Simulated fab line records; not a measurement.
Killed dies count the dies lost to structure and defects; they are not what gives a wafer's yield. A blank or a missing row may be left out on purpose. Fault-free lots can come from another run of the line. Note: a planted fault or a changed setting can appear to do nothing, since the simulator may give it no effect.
Split-lot trial / flow n5Finfet / route with 1938 steps; 7 lots, 21 wafers read

## SPLIT DETAILS
At N5_BEOL_M12_COAT_65 (time 60 s, resist thk 300 nm), the setting spinRpm was moved away from the recipe's 1500 rpm on 9 of the 21 wafers read, by -5.0% to +8.1%. All remaining wafers had this setting at the recipe value.

The reading is taken at the split's own step.

## THE READING
SOC_of_BEOL_M12_COAT_65.thkNm (the simulator's own value, which no gauge read), in nm, at N5_BEOL_M12_COAT_65 (time 60 s, resist thk 300 nm). The file gives no usual value for it. The 12 wafers here that ran the recipe average 300.3 nm, standard deviation 0.78 nm.

wafer=L077.1; tool, chamber at the split=lithoTrack-01, 0; spinRpm as run, rpm=1583; against the recipe=+5.5%; SOC_of_BEOL_M12_COAT_65.thkNm, nm=291; against lot-mates on the recipe=-8.6
wafer=L077.2; tool, chamber at the split=lithoTrack-01, 0; spinRpm as run, rpm=1583; against the recipe=+5.5%; SOC_of_BEOL_M12_COAT_65.thkNm, nm=290.8; against lot-mates on the recipe=-8.8
wafer=L077.3; tool, chamber at the split=lithoTrack-01, 0; spinRpm as run, rpm=1500; against the recipe=recipe; SOC_of_BEOL_M12_COAT_65.thkNm, nm=299.6; against lot-mates on the recipe=-
wafer=L081.1; tool, chamber at the split=lithoTrack-02, 0; spinRpm as run, rpm=1500; against the recipe=recipe; SOC_of_BEOL_M12_COAT_65.thkNm, nm=301; against lot-mates on the recipe=-
wafer=L081.4; tool, chamber at the split=lithoTrack-02, 0; spinRpm as run, rpm=1500; against the recipe=recipe; SOC_of_BEOL_M12_COAT_65.thkNm, nm=300.6; against lot-mates on the recipe=-
wafer=L081.5; tool, chamber at the split=lithoTrack-02, 0; spinRpm as run, rpm=1500; against the recipe=recipe; SOC_of_BEOL_M12_COAT_65.thkNm, nm=300.6; against lot-mates on the recipe=-
wafer=L084.4; tool, chamber at the split=lithoTrack-03, 0; spinRpm as run, rpm=1425; against the recipe=-5.0%; SOC_of_BEOL_M12_COAT_65.thkNm, nm=309.4; against lot-mates on the recipe=+7.2
wafer=L084.5; tool, chamber at the split=lithoTrack-03, 0; spinRpm as run, rpm=1500; against the recipe=recipe; SOC_of_BEOL_M12_COAT_65.thkNm, nm=302.2; against lot-mates on the recipe=-
wafer=L084.6; tool, chamber at the split=lithoTrack-03, 0; spinRpm as run, rpm=1425; against the recipe=-5.0%; SOC_of_BEOL_M12_COAT_65.thkNm, nm=308.4; against lot-mates on the recipe=+6.2
wafer=L086.1; tool, chamber at the split=lithoTrack-01, 0; spinRpm as run, rpm=1622; against the recipe=+8.1%; SOC_of_BEOL_M12_COAT_65.thkNm, nm=288.2; against lot-mates on the recipe=-11.2
wafer=L086.3; tool, chamber at the split=lithoTrack-01, 0; spinRpm as run, rpm=1500; against the recipe=recipe; SOC_of_BEOL_M12_COAT_65.thkNm, nm=299.4; against lot-mates on the recipe=-
wafer=L086.5; tool, chamber at the split=lithoTrack-01, 0; spinRpm as run, rpm=1622; against the recipe=+8.1%; SOC_of_BEOL_M12_COAT_65.thkNm, nm=287.8; against lot-mates on the recipe=-11.6
wafer=L088.4; tool, chamber at the split=lithoTrack-02, 0; spinRpm as run, rpm=1500; against the recipe=recipe; SOC_of_BEOL_M12_COAT_65.thkNm, nm=299.6; against lot-mates on the recipe=-
wafer=L088.5; tool, chamber at the split=lithoTrack-02, 0; spinRpm as run, rpm=1551; against the recipe=+3.4%; SOC_of_BEOL_M12_COAT_65.thkNm, nm=294.4; against lot-mates on the recipe=-5.2
wafer=L088.6; tool, chamber at the split=lithoTrack-02, 0; spinRpm as run, rpm=1551; against the recipe=+3.4%; SOC_of_BEOL_M12_COAT_65.thkNm, nm=294.4; against lot-mates on the recipe=-5.2
wafer=L091.1; tool, chamber at the split=lithoTrack-01, 0; spinRpm as run, rpm=1500; against the recipe=recipe; SOC_of_BEOL_M12_COAT_65.thkNm, nm=300.4; against lot-mates on the recipe=-
wafer=L091.2; tool, chamber at the split=lithoTrack-01, 0; spinRpm as run, rpm=1500; against the recipe=recipe; SOC_of_BEOL_M12_COAT_65.thkNm, nm=299.4; against lot-mates on the recipe=-
wafer=L091.5; tool, chamber at the split=lithoTrack-01, 0; spinRpm as run, rpm=1500; against the recipe=recipe; SOC_of_BEOL_M12_COAT_65.thkNm, nm=299.8; against lot-mates on the recipe=-
wafer=L094.1; tool, chamber at the split=lithoTrack-02, 0; spinRpm as run, rpm=1500; against the recipe=recipe; SOC_of_BEOL_M12_COAT_65.thkNm, nm=300.2; against lot-mates on the recipe=-
wafer=L094.3; tool, chamber at the split=lithoTrack-02, 0; spinRpm as run, rpm=1500; against the recipe=recipe; SOC_of_BEOL_M12_COAT_65.thkNm, nm=300.6; against lot-mates on the recipe=-
wafer=L094.5; tool, chamber at the split=lithoTrack-02, 0; spinRpm as run, rpm=1575; against the recipe=+5.0%; SOC_of_BEOL_M12_COAT_65.thkNm, nm=293; against lot-mates on the recipe=-7.4

THE FIT
A straight line over all 21 wafers: SOC_of_BEOL_M12_COAT_65.thkNm changes by -1.61 nm for each +1% of spinRpm; r = -0.99; the points scatter about the line by 0.76 nm.
The same after taking each lot's own level away (the mean of its wafers on the recipe; 21 wafers): -1.43 nm for each +1%; r = -1.00; scatter 0.39 nm.
On that fit, the largest move of spinRpm shifts the reading by 12 nm.
Measured against the standard deviation above, the lots' own levels, which go from 299.40 to 302.20 nm, span 3.6 times it.
Thus the slope moves with the lot-to-lot level: the two fits are different.
Check: with one of the wafers moved furthest among these (+8.1%) left out of the fit, the line predicts -11.9 nm for it against its lot-mates. It came out at -11.2 nm against them.

## ADDITIONAL SPLITS CARRIED BY THESE WAFERS
Before the reading, these wafers also passed through other splits. Each is held against what the fit with the lots' levels taken away leaves over:
other split on the same wafers=N5_BEOL_M10_COAT_63 spinRpm; wafers away from the commonest value=6; r with SOC_of_BEOL_M12_COAT_65.thkNm (lot level and that fit taken away)=-0.26

## FILE'S OWN FIT
SOC_of_BEOL_M12_COAT_65.thkNm changes by -1.45 nm for each +1% of spinRpm, r = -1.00.
